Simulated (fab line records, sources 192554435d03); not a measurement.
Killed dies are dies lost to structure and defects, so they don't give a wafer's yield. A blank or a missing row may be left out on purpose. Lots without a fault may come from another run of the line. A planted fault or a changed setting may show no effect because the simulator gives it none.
fab line records | flow n5_finfet
record lots=7 wafers=21
route steps=1938 shown BEOL_M3@933 BEOL_M4@1026 BEOL_M5@1115 BEOL_M6@1194
start_h: hours from the record's first day to the start of the lot's first wafer shown | wait_h: hours since the lot's step before | " the same as in the row above | L1.1+2: a row that stands for several wafers | - no value, or no start given | * or withheld: withheld | < > ~ a bound
route shown NAME@n: a module of which the file shows steps, and the number in the route of the first | usual: mean/standard deviation of fault-free wafers | same: alike in all rows | chamber/n: place in a boat | sites: the reading at each site | _std_site: their standard deviation | _edge_site: outer sites' mean less inner sites' | radius_mm: how far each site lies from the wafer's centre | mask NAME#n: copy n | behind: the tool/chamber that last shaped the wafer | hold: why the lot was held/for how many hours/how that ended | device: the transistor (n, p or np) that didn't switch | end of line: the same wafers' tests at the end of the route | a step without rows: its recipe alone | killed: dies lost to structure and defects at the first sort, not the wafer's yield | map: a wafer's dies, x killed, . not, _ none there
set.NAME: the setting as run; set.NAME@STEP: as run at that earlier step | model.NAME: the simulator's own value behind a step, which no gauge read
lots whose settings were changed on purpose; a table a step, a row a wafer
## steps
# step N5_BEOL_M3_PECVD_72
# recipe material=SiO2 target_thk_a=160 temp_c=400 precursor=TEOS/O2 pressure_torr=5.5 rf_w=450 teos_flow_sccm=53.8 gas=O2 flow_sccm=3000 time_s=18
# columns lot.wafer tool chamber start_h wait_h set.temp_c model.SiO2_of_BEOL_M3_PECVD_72.thk_nm
L074.2 pecvd-03 2 154.01 0.0 416.3 13.8
L074.3 " 1 " " 416.3 14.2
L074.4 " 1 " " 400 16
L078.2 pecvd-01 0 168.33 0.0 413.2 14
L078.3 " 1 " " 400 15.6
L078.5 " 1 " " 413.2 14.6
L081.1+3 pecvd-04 0,2 192.03 0.0 400 16
L081.4 " 1 " " 400 16.6
L084.1+2 pecvd-04 2,0 203.89 0.0 400 15.8
L084.6 " 1 " " 413 14.6
L089.2 pecvd-04 0 243.60 0.0 400 15.8
L089.4 " 2 " " 400 16.2
L089.6 " 2 " " 415.6 14.4
L091.2 pecvd-03 1 251.48 0.0 414.8 14
L091.3 " 2 " " 414.8 14.4
L091.5 " 0 " " 400 16.4
L097.1 pecvd-04 0 290.66 0.0 400 16
L097.4 " 0 " " 400 15.8
L097.5 " 2 " " 400 16.4
# step N5_BEOL_M3_EXPOSE_08
# recipe mask_id=M3 na=0.33 source_shape=dipole sigma_inner=0.369 sigma_outer=0.767 polarization=unpolarized dose_mj=33
# columns lot.wafer tool chamber start_h wait_h mask set.dose_mj
L074.2+3+4 euv_scanner-02 0 155.35 - M3#0 33
L078.2+3+5 euv_scanner-01 0 168.69 - M3#0 33
L081.1 euv_scanner-02 0 192.98 - M3#0 34.69
L081.3+4 " 0 " " M3#0 33
L084.1+6 euv_scanner-01 0 205.12 - M3#0 33.72
L084.2 " 0 " " M3#0 33
L089.2+4+6 euv_scanner-01 0 247.53 - M3#0 31.67
L091.2+5 euv_scanner-02 0 253.70 - M3#0 33
L091.3 " 0 " " M3#0 33.97
L097.1+4+5 euv_scanner-01 0 291.46 - M3#0 33
# step N5_BEOL_M3_PEB_09
# recipe peb_temp_c=100 peb_time_s=60 resist=CAR-EUV
# step N5_BEOL_M3_DEVELOP_10
# recipe develop_time_s=30 developer=TMAH resist=CAR-EUV rinse_liquid=surfactant_rinse dry=air_spin dev_temp_c=23
# step N5_BEOL_M3_DESCUM_16
# recipe chemistry=O2 time_s=7 source_power_w=50 bias_power_w=20 pressure_mtorr=20 rf_frequency_hz=2.712e+07 temp_c=40 resist=CAR-EUV o2_flow_sccm=225
# step N5_BEOL_M3_ETCH_74
# recipe chemistry=N2/H2 target=underlayer target_depth_a=65 mask_material=CAR-EUV time_s=5.2 ion_energy_ev=200 pressure_mtorr=30 source_w=840 bias_w=150 n2_flow_sccm=200 h2_flow_sccm=200 ends=cleared
# columns lot.wafer tool chamber start_h wait_h set.dose_mj@BEOL_M3_EXPOSE_08 model.BEOL_M3.cd_offset_nm
L074.2+3 rie_diel-03 3,0 155.63 0.0 33 -0.2
L074.4 " 2 " " 33 -0.4
L078.2 rie_diel-03 2 168.97 0.0 33 -0.2
L078.3+5 " 0,1 " " 33 0
L081.1 rie_diel-03 1 193.68 0.0 34.69 1
L081.3 " 0 " " 33 0
L081.4 " 3 " " 33 0.2
L084.1+6 rie_diel-06 3,0 205.41 0.0 33.72 0.4
L084.2 " 1 " " 33 -0.2
L089.2 rie_diel-03 3 247.82 0.0 31.67 -1.2
L089.4 " 0 " " 31.67 -0.8
L089.6 " 3 " " 31.67 -1
L091.2 rie_diel-03 2 253.98 0.0 33 0
L091.3 " 1 " " 33.97 0.8
L091.5 " 0 " " 33 0.4
L097.1 rie_diel-05 1 291.75 0.0 33 0.4
L097.4 " 2 " " 33 0
L097.5 " 1 " " 33 0.2
# step N5_BEOL_M3_ETCH_63
# recipe chemistry=CF4 target=SiARC target_depth_a=156 mask_material=CAR-EUV time_s=26 ion_energy_ev=80 pressure_mtorr=40 source_w=545 bias_w=36 Ar_flow_sccm=100 cf4_flow_sccm=100 ends=cleared
# step N5_BEOL_M3_ETCH_64
# recipe chemistry=N2/H2 target=SOC target_depth_a=750 overetch_a=150 mask_material=SiARC temp_c=40 time_s=112.5 ion_energy_ev=200 pressure_mtorr=30 source_w=840 bias_w=150 n2_flow_sccm=200 h2_flow_sccm=200
# step N5_BEOL_M3_STRIP_97
# recipe chemistry=N2/H2 time_s=10 power_w=450 temp_c=40 pressure_mtorr=20 rf_frequency_hz=6e+07 bias_power_w=7 n2_flow_sccm=200 h2_flow_sccm=200
# step N5_BEOL_M3_HM_STRIP_39
# recipe chemistry=peroxide_tin_strip material=TiN target_depth_a=250 temp_c=50 time_s=158
# columns lot.wafer tool chamber start_h wait_h set.temp_c@BEOL_M3_PECVD_72 model.SiO2_of_BEOL_M3_PECVD_72.thk_nm
L074.2 wet_bench-06 3 167.31 0.0 416.3 13.8
L074.3 " 7 " " 416.3 14
L074.4 " 6 " " 400 15.8
L078.2 wet_bench-06 0 183.83 0.0 413.2 14
L078.3 " 1 " " 400 15.4
L078.5 " 2 " " 413.2 14.4
L081.1 wet_bench-04 1 207.39 0.0 400 15.8
L081.3 " 4 " " 400 16
L081.4 " 3 " " 400 16.6
L084.1+2 wet_bench-05 7,6 215.35 0.0 400 15.6
L084.6 " 2 " " 413 14.6
L089.2 wet_bench-04 0 254.97 0.0 400 15.6
L089.4 " 1 " " 400 16
L089.6 " 2 " " 415.6 14.2
L091.2 wet_bench-05 6 263.13 0.0 414.8 13.8
L091.3 " 3 " " 414.8 14.2
L091.5 " 7 " " 400 16.2
L097.1 wet_bench-04 1 316.49 0.0 400 15.8
L097.4 " 2 " " 400 15.6
L097.5 " 0 " " 400 16.2
# step N5_BEOL_M4_COAT_62
# recipe resist=SiARC temp_c=220 time_s=60 spin_rpm=1500 resist_thk_nm=12
# columns lot.wafer tool chamber start_h wait_h set.spin_rpm model.SiARC_of_BEOL_M4_COAT_62.thk_nm
L074.2+4 litho_track-02 0 - - 1433 12.2
L074.3 " 0 " " 1500 12
L078.2 litho_track-03 0 - - 1369 12.6
L078.3 " 0 " " 1369 12.4
L078.5 " 0 " " 1500 12
L081.1+3 litho_track-02 0 - - 1592 11.6
L081.4 " 0 " " 1500 12
L084.1+2+6 litho_track-04 0 - - 1500 12
L089.2+4+6 litho_track-03 0 - - 1500 12
L091.2+3+5 litho_track-02 0 - - 1500 12
L097.1+4+5 litho_track-04 0 - - 1500 12
# step N5_BEOL_M4_COAT_73
# recipe resist=underlayer temp_c=205 time_s=60 spin_rpm=1500 resist_thk_nm=5
# step N5_BEOL_M4_COAT_05
# recipe resist=CAR-EUV spin_rpm=1500 resist_thk_nm=30
# step N5_BEOL_M4_DESCUM_16
# recipe chemistry=O2 time_s=7 source_power_w=50 bias_power_w=20 pressure_mtorr=20 rf_frequency_hz=2.712e+07 temp_c=40 resist=CAR-EUV o2_flow_sccm=225
# step N5_BEOL_M4_ETCH_74
# recipe chemistry=N2/H2 target=underlayer target_depth_a=65 mask_material=CAR-EUV time_s=5.2 ion_energy_ev=200 pressure_mtorr=30 source_w=840 bias_w=150 n2_flow_sccm=200 h2_flow_sccm=200 ends=cleared
# step N5_BEOL_M4_ETCH_63
# recipe chemistry=CF4 target=SiARC target_depth_a=156 mask_material=CAR-EUV time_s=26 ion_energy_ev=80 pressure_mtorr=40 source_w=545 bias_w=36 Ar_flow_sccm=100 cf4_flow_sccm=100 ends=cleared
# columns lot.wafer tool chamber start_h wait_h set.spin_rpm@BEOL_M4_COAT_62 model.etch.depth_nm model.CAR-EUV_of_BEOL_M4_COAT_05.thk_nm
L074.2 rie_diel-02 1 173.90 0.0 1433 12.25 11
L074.3 " 2 " " 1500 11.96 11.2
L074.4 " 3 " " 1433 12.21 11
L078.2 rie_diel-04 2 191.57 0.0 1369 12.53 10.6
L078.3 " 0 " " 1369 12.5 10.8
L078.5 " 3 " " 1500 11.93 11.2
L081.1 rie_diel-02 2 214.35 0.0 1592 11.62 11.4
L081.3 " 1 " " 1592 11.61 11.4
L081.4 " 0 " " 1500 11.98 11
L084.1 rie_diel-02 1 223.68 0.0 1500 12.02 11
L084.2 " 2 " " 1500 12.04 11
L084.6 " 3 " " 1500 12.08 11
L089.2 rie_diel-02 3 261.89 0.0 1500 11.99 11.2
L089.4 " 1 " " 1500 12.01 11.2
L089.6 " 3 " " 1500 12 11
L091.2 rie_diel-04 3 268.60 0.0 1500 12.01 11
L091.3 " 0 " " 1500 12.03 11.2
L091.5 " 3 " " 1500 12.02 11.2
L097.1 rie_diel-01 3 349.22 0.0 1500 12.01 11
L097.4 " 2 " " 1500 12.02 11
L097.5 " 1 " " 1500 12.04 11.2
# step N5_BEOL_M4_DESCUM_33
# recipe chemistry=O2 time_s=7 source_power_w=50 bias_power_w=20 pressure_mtorr=20 rf_frequency_hz=2.712e+07 temp_c=40 resist=CAR-EUV o2_flow_sccm=225
# columns lot.wafer tool chamber start_h wait_h set.time_s model.CAR-EUV_of_BEOL_M4_COAT_22.thk_nm
L074.2+4 rie_diel-04 3,1 174.76 0.0 7 26
L074.3 " 2 " " 8.331 25.2
L078.2+5 rie_diel-01 2,0 192.55 0.0 8.317 25.6
L078.3 " 0 " " 7 26.4
L081.1 rie_diel-01 3 215.18 0.0 6.309 26.4
L081.3 " 0 " " 6.309 26.6
L081.4 " 1 " " 7 26.2
L084.1+2 rie_diel-04 2,3 226.59 1.8 6.174 26.6
L084.6 " 3 " " 7 26.2
L089.2+6 rie_diel-02 0,1 262.72 0.0 7 26
L089.4 " 0 " " 7 25.8
L091.2+5 rie_diel-02 1 269.44 0.0 7 26
L091.3 " 3 " " 7.963 25.6
L097.1 rie_diel-01 0 350.17 0.0 7 26.2
L097.4+5 " 1,2 " " 7 26
# step N5_BEOL_M4_ETCH_77
# recipe chemistry=N2/H2 target=underlayer target_depth_a=65 mask_material=CAR-EUV time_s=5.2 ion_energy_ev=200 pressure_mtorr=30 source_w=840 bias_w=150 n2_flow_sccm=200 h2_flow_sccm=200 ends=cleared
# columns lot.wafer tool chamber start_h wait_h set.time_s@BEOL_M4_DESCUM_33 model.CAR-EUV_of_BEOL_M4_COAT_22.thk_nm
L074.2 rie_diel-04 3 174.80 0.0 7 20.4
L074.3 " 2 " " 8.331 19.6
L074.4 " 1 " " 7 20.2
L078.2+5 rie_diel-01 2,0 192.58 0.0 8.317 19.8
L078.3 " 0 " " 7 20.6
L081.1 rie_diel-01 3 215.21 0.0 6.309 20.6
L081.3 " 0 " " 6.309 20.8
L081.4 " 1 " " 7 20.4
L084.1+2 rie_diel-04 2,3 226.62 0.0 6.174 20.8
L084.6 " 3 " " 7 20.4
L089.2+4+6 rie_diel-02 0,0,1 262.75 0.0 7 20.2
L091.2+5 rie_diel-02 1 269.47 0.0 7 20.4
L091.3 " 3 " " 7.963 19.8
L097.1+4+5 rie_diel-01 0,1,2 350.20 0.0 7 20.4
# step N5_BEOL_M4_ETCH_69
# recipe chemistry=CF4 target=SiARC target_depth_a=156 mask_material=CAR-EUV time_s=26 ion_energy_ev=80 pressure_mtorr=40 source_w=545 bias_w=36 Ar_flow_sccm=100 cf4_flow_sccm=100 ends=cleared
# columns lot.wafer tool chamber start_h wait_h set.time_s@BEOL_M4_DESCUM_33 model.CAR-EUV_of_BEOL_M4_COAT_22.thk_nm
L074.2 rie_diel-04 3 174.82 0.0 7 11.2
L074.3 " 2 " " 8.331 10.4
L074.4 " 1 " " 7 11
L078.2+5 rie_diel-01 2,0 192.60 0.0 8.317 10.6
L078.3 " 0 " " 7 11.4
L081.1 rie_diel-01 3 215.23 0.0 6.309 11.4
L081.3 " 0 " " 6.309 11.8
L081.4 " 1 " " 7 11.2
L084.1+2 rie_diel-04 2,3 226.64 0.0 6.174 11.6
L084.6 " 3 " " 7 11.2
L089.2+4 rie_diel-02 0 262.77 0.0 7 11
L089.6 " 1 " " 7 11.2
L091.2+5 rie_diel-02 1 269.49 0.0 7 11.2
L091.3 " 3 " " 7.963 10.6
L097.1+4+5 rie_diel-01 0,1,2 350.22 0.0 7 11.2
# step N5_BEOL_M4_ALD_98
# recipe material=SiO2 target_thk_a=25 temp_c=100 ald_precursor_family=BDEAS ald_co_reactant=O2-plasma pulse_time_s=1 co_reactant_pulse_time_s=1 purge_time_s=2 co_reactant_purge_time_s=2 ald_cycles=17 pressure_torr=2
# step N5_BEOL_M4_ETCHBACK_99
# recipe chemistry=CHF3 target=SiO2 target_depth_a=50 time_s=10.4 source_w=215 bias_w=47 Ar_flow_sccm=200 CHF3_flow_sccm=12 ion_energy_ev=100 pressure_mtorr=30
# columns lot.wafer tool chamber start_h wait_h set.time_s@BEOL_M4_DESCUM_33 model.CAR-EUV_of_BEOL_M4_COAT_22.thk_nm
L074.2 rie_diel-04 0 183.44 8.5 7 10.4
L074.3 " 3 " " 8.331 9.6
L074.4 " 3 " " 7 10.2
L078.2+5 rie_diel-01 0 210.28 17.2 8.317 10
L078.3 " 2 " " 7 10.6
L081.1 rie_diel-02 2 218.30 2.9 6.309 10.8
L081.3 " 0 " " 6.309 11
L081.4 " 1 " " 7 10.4
L084.1+2 rie_diel-01 2,1 233.51 6.7 6.174 10.8
L084.6 " 1 " " 7 10.4
L089.2+6 rie_diel-02 0,1 263.12 0.2 7 10.4
L089.4 " 0 " " 7 10.2
L091.2+5 rie_diel-01 3,1 276.20 6.6 7 10.4
L091.3 " 0 " " 7.963 9.8
L097.1 rie_diel-01 0 351.26 0.9 7 10.6
L097.4+5 " 2,1 " " 7 10.4
# step N5_BEOL_M4_TRENCH_ETCH_37
# recipe chemistry=C4F6/O2 target_depth_a=555.55 target=SiOC time_s=29.2 ion_energy_ev=250 pressure_mtorr=30 source_w=355 bias_w=185 Ar_flow_sccm=300 C4F6_flow_sccm=10 O2_flow_sccm=10
# usual rf_vpp_V=666/12
# columns lot.wafer tool chamber start_h wait_h set.source_w rf_vpp_V
L074.2 rie_diel-04 0 - - 355 680
L074.3 " 3 " " 355 659
L074.4 " 3 " " 355 659
L078.2 rie_diel-01 0 - - 328.9 705
L078.3 " 2 " " 328.9 711
L078.5 " 0 " " 328.9 706
L081.1 rie_diel-02 2 - - 355 640
L081.3 " 0 " " 374.6 637
L081.4 " 1 " " 374.6 649
L084.1 rie_diel-01 2 - - 355 683
L084.2 " 1 " " 402.1 631
L084.6 " 1 " " 355 674
L089.2 rie_diel-02 0 - - 355 655
L089.4 " 0 " " 355 655
L089.6 " 1 " " 355 665
L091.2 rie_diel-01 3 - - 355 659
L091.3 " 0 " " 355 678
L091.5 " 1 " " 299.4 734
L097.1 rie_diel-01 0 - - 355 678
L097.4 " 2 " " 355 683
L097.5 " 1 " " 355 671
# step N5_BEOL_M5_PECVD_70
# recipe material=SiO2 target_thk_a=160 temp_c=400 precursor=TEOS/O2 pressure_torr=5.5 rf_w=450 teos_flow_sccm=53.8 gas=O2 flow_sccm=3000 time_s=18
# columns lot.wafer tool chamber start_h wait_h set.temp_c model.SiO2_of_BEOL_M5_PECVD_70.thk_nm
L074.2+3 pecvd-02 2,1 191.93 0.0 408.3 14.8
L074.4 " 0 " " 400 16.4
L078.2 pecvd-02 1 216.85 0.0 393.5 16.4
L078.3 " 0 " " 393.5 16.6
L078.5 " 2 " " 400 15.8
L081.1 pecvd-04 0 225.85 0.0 393.7 16.4
L081.3 " 1 " " 400 15.6
L081.4 " 0 " " 400 15.8
L084.1 pecvd-04 2 241.01 0.0 400 16
L084.2+6 " 0 " " 400 16.2
L089.2 pecvd-03 2 271.45 0.0 400 15.6
L089.4 " 2 " " 400 16
L089.6 " 0 " " 406.2 15.2
L091.2 pecvd-02 2 284.25 0.0 400 15.8
L091.3 " 1 " " 400 15.6
L091.5 " 1 " " 400 16
L097.1+4 pecvd-03 0,1 357.31 0.0 400 15.8
L097.5 " 2 " " 400 16
# step N5_BEOL_M5_HM_DEP_02
# recipe material=TiN target_thk_a=200 temp_c=25 chamber_pressure_pa=0.49996
# step N5_BEOL_M5_COAT_59
# recipe resist=SOC temp_c=250 time_s=60 spin_rpm=1500 resist_thk_nm=60
# step N5_BEOL_M5_STRIP_91
# recipe chemistry=N2/H2 time_s=10 power_w=450 temp_c=40 pressure_mtorr=20 rf_frequency_hz=6e+07 bias_power_w=7 n2_flow_sccm=200 h2_flow_sccm=200
# step N5_BEOL_M5_HM_STRIP_39
# recipe chemistry=peroxide_tin_strip material=TiN target_depth_a=250 temp_c=50 time_s=158
# columns lot.wafer tool chamber start_h wait_h set.temp_c@BEOL_M5_PECVD_70 model.SiO2_of_BEOL_M5_PECVD_70.thk_nm
L074.2+3 wet_bench-06 0,3 194.85 0.0 408.3 14.6
L074.4 " 4 " " 400 16.2
L078.2 wet_bench-04 3 222.17 0.0 393.5 16.2
L078.3 " 7 " " 393.5 16.4
L078.5 " 2 " " 400 15.6
L081.1 wet_bench-06 2 229.47 0.0 393.7 16.4
L081.3+4 " 6,0 " " 400 15.6
L084.1 wet_bench-05 5 247.28 0.0 400 15.8
L084.2 " 2 " " 400 16
L084.6 " 3 " " 400 16.2
L089.2 wet_bench-06 0 276.00 0.0 400 15.4
L089.4 " 4 " " 400 15.8
L089.6 " 7 " " 406.2 15
L091.2+5 wet_bench-05 3,6 290.63 0.0 400 15.8
L091.3 " 2 " " 400 15.4
L097.1+4 wet_bench-05 0,6 362.65 0.0 400 15.6
L097.5 " 1 " " 400 15.8
# step N5_BEOL_M6_ILD_DEP_00
# recipe material=SiCOH_lowk target_thk_a=1797.5 temp_c=300 precursor=DEMS/porogen pressure_torr=5 rf_w=500 time_s=33.4
# columns lot.wafer tool chamber start_h wait_h set.time_s model.SiCOH_lowk_of_BEOL_M6_ILD_DEP_00.thk_nm
L074.2 pecvd-02 0 202.89 0.0 35.23 190
L074.3 " 2 " " 35.23 187.2
L074.4 " 0 " " 35.23 192.8
L078.2 pecvd-02 2 230.65 0.0 33.4 177.2
L078.3 " 2 " " 33.4 180
L078.5 " 1 " " 33.4 181
L081.1 pecvd-04 2 236.94 0.0 33.4 180.2
L081.3 " 1 " " 33.4 178.8
L081.4 " 1 " " 36.88 199.4
L084.1 pecvd-04 0 258.01 0.0 28.75 157.2
L084.2 " 1 " " 28.75 156
L084.6 " 2 " " 33.4 184.4
L089.2 pecvd-01 0 283.93 0.0 34.75 186.6
L089.4 " 1 " " 33.4 184
L089.6 " 2 " " 33.4 183
L091.2 pecvd-02 1 297.91 0.0 33.4 177.6
L091.3 " 0 " " 33.4 173.4
L091.5 " 2 " " 33.4 178.6
L097.1 pecvd-04 0 369.85 0.0 33.4 182
L097.4 " 2 " " 33.4 184.2
L097.5 " 0 " " 33.4 186.8
# step N5_BEOL_M6_CURE_74
# recipe temp_c=385 time_s=240 ambient=He/Ar material=SiCOH_lowk
# columns lot.wafer tool chamber start_h wait_h set.time_s@BEOL_M6_ILD_DEP_00 model.SiCOH_lowk_of_BEOL_M6_ILD_DEP_00.thk_nm
L074.2 uv_cure-03 0 203.04 0.1 35.23 164
L074.3 " 0 " " 35.23 161.4
L074.4 " 0 " " 35.23 166.4
L078.2 uv_cure-03 2 230.82 0.1 33.4 152.8
L078.3 " 2 " " 33.4 155.2
L078.5 " 2 " " 33.4 156
L081.1 uv_cure-02 0 237.00 0.0 33.4 155.4
L081.3 " 0 " " 33.4 154.2
L081.4 " 0 " " 36.88 172.2
L084.1 uv_cure-03 2 258.08 0.0 28.75 135.4
L084.2 " 2 " " 28.75 134.2
L084.6 " 2 " " 33.4 159
L089.2 uv_cure-03 1 284.08 0.1 34.75 161
L089.4 " 1 " " 33.4 158.6
L089.6 " 1 " " 33.4 157.8
L091.2 uv_cure-03 1 298.05 0.1 33.4 153
L091.3 " 1 " " 33.4 149.4
L091.5 " 1 " " 33.4 154
L097.1 uv_cure-02 2 369.91 0.0 33.4 157
L097.4 " 2 " " 33.4 159
L097.5 " 2 " " 33.4 161
# step N5_BEOL_M6_THK_MEAS_01
# recipe reads=SiCOH_lowk_of_BEOL_M6_ILD_DEP_00
# usual M6_ILD_THK=155.2/2.4
# columns lot.wafer tool chamber start_h wait_h set.time_s@BEOL_M6_ILD_DEP_00 M6_ILD_THK[nm]
L074.2 film_metro-02 - 203.47 0.4 35.23 163.9
L074.3 " - " " 35.23 161.6
L074.4 " - " " 35.23 166.4
L078.2 film_metro-01 - 231.25 0.4 33.4 152.9
L078.3 " - " " 33.4 155.2
L078.5 " - " " 33.4 156.0
L081.1 film_metro-01 - 237.52 0.4 33.4 155.3
L081.3 " - " " 33.4 154.2
L081.4 " - " " 36.88 172.2
L084.1 film_metro-02 - 258.59 0.4 28.75 135.4
L084.2 " - " " 28.75 134.3
L084.6 " - " " 33.4 159.0
L089.2 film_metro-01 - 284.51 0.4 34.75 160.9
L089.4 " - " " 33.4 158.6
L089.6 " - " " 33.4 157.9
L091.2 film_metro-01 - 298.49 0.4 33.4 153.1
L091.3 " - " " 33.4 149.5
L091.5 " - " " 33.4 153.8
L097.1 film_metro-02 - 370.42 0.4 33.4 157.1
L097.4 " - " " 33.4 158.9
L097.5 " - " " 33.4 161.1
## key
split step=N5_BEOL_M3_PECVD_72 setting=temp_c stated=400 by=wafer
response step=N5_BEOL_M3_PECVD_72 reading=model.SiO2_of_BEOL_M3_PECVD_72.thk_nm change=-0.459 per=1% r=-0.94
response step=N5_BEOL_M3_HM_STRIP_39 reading=model.SiO2_of_BEOL_M3_PECVD_72.thk_nm change=-0.438 per=1% r=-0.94
split step=N5_BEOL_M3_EXPOSE_08 setting=dose_mj stated=33 by=wafer
response step=N5_BEOL_M3_ETCH_74 reading=model.BEOL_M3.cd_offset_nm change=+0.194 per=1% r=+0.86
split step=N5_BEOL_M4_COAT_62 setting=spin_rpm stated=1500 by=wafer
response step=N5_BEOL_M4_COAT_62 reading=model.SiARC_of_BEOL_M4_COAT_62.thk_nm change=-0.0576 per=1% r=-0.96
response step=N5_BEOL_M4_ETCH_63 reading=model.etch.depth_nm change=-0.0634 per=1% r=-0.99
response step=N5_BEOL_M4_ETCH_63 reading=model.CAR-EUV_of_BEOL_M4_COAT_05.thk_nm change=+0.0576 per=1% r=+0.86
split step=N5_BEOL_M4_DESCUM_33 setting=time_s stated=7 by=wafer
response step=N5_BEOL_M4_DESCUM_33 reading=model.CAR-EUV_of_BEOL_M4_COAT_22.thk_nm change=-0.0381 per=1% r=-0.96
response step=N5_BEOL_M4_ETCH_77 reading=model.CAR-EUV_of_BEOL_M4_COAT_22.thk_nm change=-0.0388 per=1% r=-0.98
response step=N5_BEOL_M4_ETCH_69 reading=model.CAR-EUV_of_BEOL_M4_COAT_22.thk_nm change=-0.0397 per=1% r=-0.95
response step=N5_BEOL_M4_ETCHBACK_99 reading=model.CAR-EUV_of_BEOL_M4_COAT_22.thk_nm change=-0.0372 per=1% r=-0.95
split step=N5_BEOL_M4_TRENCH_ETCH_37 setting=source_w stated=355 by=wafer
response step=N5_BEOL_M4_TRENCH_ETCH_37 reading=rf_vpp_V change=-3.64 per=1% r=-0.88
split step=N5_BEOL_M5_PECVD_70 setting=temp_c stated=400 by=wafer
response step=N5_BEOL_M5_PECVD_70 reading=model.SiO2_of_BEOL_M5_PECVD_70.thk_nm change=-0.549 per=1% r=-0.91
response step=N5_BEOL_M5_HM_STRIP_39 reading=model.SiO2_of_BEOL_M5_PECVD_70.thk_nm change=-0.562 per=1% r=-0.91
split step=N5_BEOL_M6_ILD_DEP_00 setting=time_s stated=33.4 by=wafer
response step=N5_BEOL_M6_ILD_DEP_00 reading=model.SiCOH_lowk_of_BEOL_M6_ILD_DEP_00.thk_nm change=+1.9 per=1% r=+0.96
response step=N5_BEOL_M6_CURE_74 reading=model.SiCOH_lowk_of_BEOL_M6_ILD_DEP_00.thk_nm change=+1.66 per=1% r=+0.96
response step=N5_BEOL_M6_THK_MEAS_01 reading=M6_ILD_THK change=+1.66 per=1% r=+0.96
